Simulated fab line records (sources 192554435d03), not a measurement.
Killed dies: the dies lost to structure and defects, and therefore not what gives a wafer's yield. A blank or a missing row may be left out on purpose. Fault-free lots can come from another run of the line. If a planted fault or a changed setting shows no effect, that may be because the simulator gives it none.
Split-lot study :: flow n5-finfet :: route with 1938 steps; 7 lots, 21 wafers read

## SPLIT DETAILS
At N5_SD_EPI_P_ETCH_16 (etches SiO2 in CHF3/O2, target depth 5 nm), the setting target-depth-a was moved away from the recipe's 50 angstrom on 7 of the 21 wafers read, by -10.3% to +10.8%. The other wafers ran this setting at the recipe's value.

The split's own step is where the reading is taken.

## THE READING
etch.depth-nm (the simulator's own value, which no gauge read), in nm, at N5_SD_EPI_P_ETCH_16 (etches SiO2 in CHF3/O2, target depth 5 nm). There is no usual value for it anywhere in the file. Across the 14 wafers here that went through the recipe, the average is 5.014 nm and the standard deviation 0.097 nm.

wafer: L080.1
tool, chamber at the split: rie-diel-01, 1
target-depth-a as run, angstrom: 50
against the recipe: recipe
etch.depth-nm, nm: 4.975
against lot-mates on the recipe: -

wafer: L080.2
tool, chamber at the split: rie-diel-01, 0
target-depth-a as run, angstrom: 46.37
against the recipe: -7.3%
etch.depth-nm, nm: 4.633
against lot-mates on the recipe: -0.404

wafer: L080.3
tool, chamber at the split: rie-diel-01, 2
target-depth-a as run, angstrom: 50
against the recipe: recipe
etch.depth-nm, nm: 5.099
against lot-mates on the recipe: -

wafer: L081.2
tool, chamber at the split: rie-diel-04, 2
target-depth-a as run, angstrom: 44.87
against the recipe: -10.3%
etch.depth-nm, nm: 4.542
against lot-mates on the recipe: -0.360

wafer: L081.5
tool, chamber at the split: rie-diel-04, 1
target-depth-a as run, angstrom: 44.87
against the recipe: -10.3%
etch.depth-nm, nm: 4.588
against lot-mates on the recipe: -0.314

wafer: L081.6
tool, chamber at the split: rie-diel-04, 0
target-depth-a as run, angstrom: 50
against the recipe: recipe
etch.depth-nm, nm: 4.902
against lot-mates on the recipe: -

wafer: L083.4
tool, chamber at the split: rie-diel-05, 3
target-depth-a as run, angstrom: 46.83
against the recipe: -6.3%
etch.depth-nm, nm: 4.593
against lot-mates on the recipe: no lot-mate on the recipe

wafer: L083.5
tool, chamber at the split: rie-diel-05, 0
target-depth-a as run, angstrom: 46.83
against the recipe: -6.3%
etch.depth-nm, nm: 4.758
against lot-mates on the recipe: no lot-mate on the recipe

wafer: L083.6
tool, chamber at the split: rie-diel-05, 1
target-depth-a as run, angstrom: 46.83
against the recipe: -6.3%
etch.depth-nm, nm: 4.68
against lot-mates on the recipe: no lot-mate on the recipe

wafer: L084.1
tool, chamber at the split: rie-diel-05, 1
target-depth-a as run, angstrom: 50
against the recipe: recipe
etch.depth-nm, nm: 5.004
against lot-mates on the recipe: -

wafer: L084.4
tool, chamber at the split: rie-diel-05, 2
target-depth-a as run, angstrom: 50
against the recipe: recipe
etch.depth-nm, nm: 5.022
against lot-mates on the recipe: -

wafer: L084.6
tool, chamber at the split: rie-diel-05, 2
target-depth-a as run, angstrom: 50
against the recipe: recipe
etch.depth-nm, nm: 4.983
against lot-mates on the recipe: -

wafer: L086.1
tool, chamber at the split: rie-diel-04, 1
target-depth-a as run, angstrom: 50
against the recipe: recipe
etch.depth-nm, nm: 5.154
against lot-mates on the recipe: -

wafer: L086.3
tool, chamber at the split: rie-diel-04, 0
target-depth-a as run, angstrom: 50
against the recipe: recipe
etch.depth-nm, nm: 4.947
against lot-mates on the recipe: -

wafer: L086.5
tool, chamber at the split: rie-diel-04, 1
target-depth-a as run, angstrom: 50
against the recipe: recipe
etch.depth-nm, nm: 5.134
against lot-mates on the recipe: -

wafer: L093.2
tool, chamber at the split: rie-diel-05, 0
target-depth-a as run, angstrom: 55.39
against the recipe: +10.8%
etch.depth-nm, nm: 5.657
against lot-mates on the recipe: +0.597

wafer: L093.3
tool, chamber at the split: rie-diel-05, 2
target-depth-a as run, angstrom: 50
against the recipe: recipe
etch.depth-nm, nm: 5.021
against lot-mates on the recipe: -

wafer: L093.5
tool, chamber at the split: rie-diel-05, 0
target-depth-a as run, angstrom: 50
against the recipe: recipe
etch.depth-nm, nm: 5.099
against lot-mates on the recipe: -

wafer: L095.3
tool, chamber at the split: rie-diel-05, 2
target-depth-a as run, angstrom: 50
against the recipe: recipe
etch.depth-nm, nm: 5.072
against lot-mates on the recipe: -

wafer: L095.4
tool, chamber at the split: rie-diel-05, 3
target-depth-a as run, angstrom: 50
against the recipe: recipe
etch.depth-nm, nm: 4.767
against lot-mates on the recipe: -

wafer: L095.6
tool, chamber at the split: rie-diel-05, 1
target-depth-a as run, angstrom: 50
against the recipe: recipe
etch.depth-nm, nm: 5.012
against lot-mates on the recipe: -

FIT RESULTS
A straight line over all 21 wafers: etch.depth-nm changes by +0.0513 nm for each +1% of target-depth-a; r = +0.94; the points scatter about the line by 0.093 nm.
The same after taking each lot's own level away (the mean of its wafers on the recipe; 18 wafers): +0.0436 nm for each +1%; r = +0.91; scatter 0.092 nm.
That fit puts the effect of the largest move of target-depth-a on the reading at 0.47 nm.
The span of the lots' own levels, 4.9020 to 5.0783 nm, comes to 1.8 times the standard deviation stated above.
So the lot-to-lot level changes the slope: the two fits differ.
Check: +0.397 nm against its lot-mates is what the line predicts for one of the wafers moved furthest among these (+10.8%) when that wafer is left out of the fit. Against them it came out at +0.597 nm.

## THE OTHER SPLITS THESE WAFERS WENT THROUGH
These wafers also went through other splits before the reading. Each is held against what the fit with the lots' levels taken away leaves over:
other split on the same wafers: N5_PMOS_HMC_CHANNEL_EPI_COAT_31 spin-rpm
wafers away from the commonest value: 8
r with etch.depth-nm (lot level and that fit taken away): +0.05

other split on the same wafers: N5_FIN_SAQP_ALD_61 ald-cycles
wafers away from the commonest value: 6
r with etch.depth-nm (lot level and that fit taken away): +0.31

other split on the same wafers: N5_FIN_SAQP_PECVD_48 time-s
wafers away from the commonest value: 6
r with etch.depth-nm (lot level and that fit taken away): -0.09

other split on the same wafers: N5_STI_FIN_REVEAL_ETCHBACK_08 time-s
wafers away from the commonest value: 5
r with etch.depth-nm (lot level and that fit taken away): -0.21

other split on the same wafers: N5_STI_FIN_REVEAL_OXIDATION_31 time-s
wafers away from the commonest value: 5
r with etch.depth-nm (lot level and that fit taken away): -0.07

other split on the same wafers: N5_DUMMY_GATE_ETCH_32 time-s
wafers away from the commonest value: 7
r with etch.depth-nm (lot level and that fit taken away): -0.07

## THE FILE'S OWN FIT
etch.depth-nm changes by +0.0468 nm for each +1% of target-depth-a, r = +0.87.
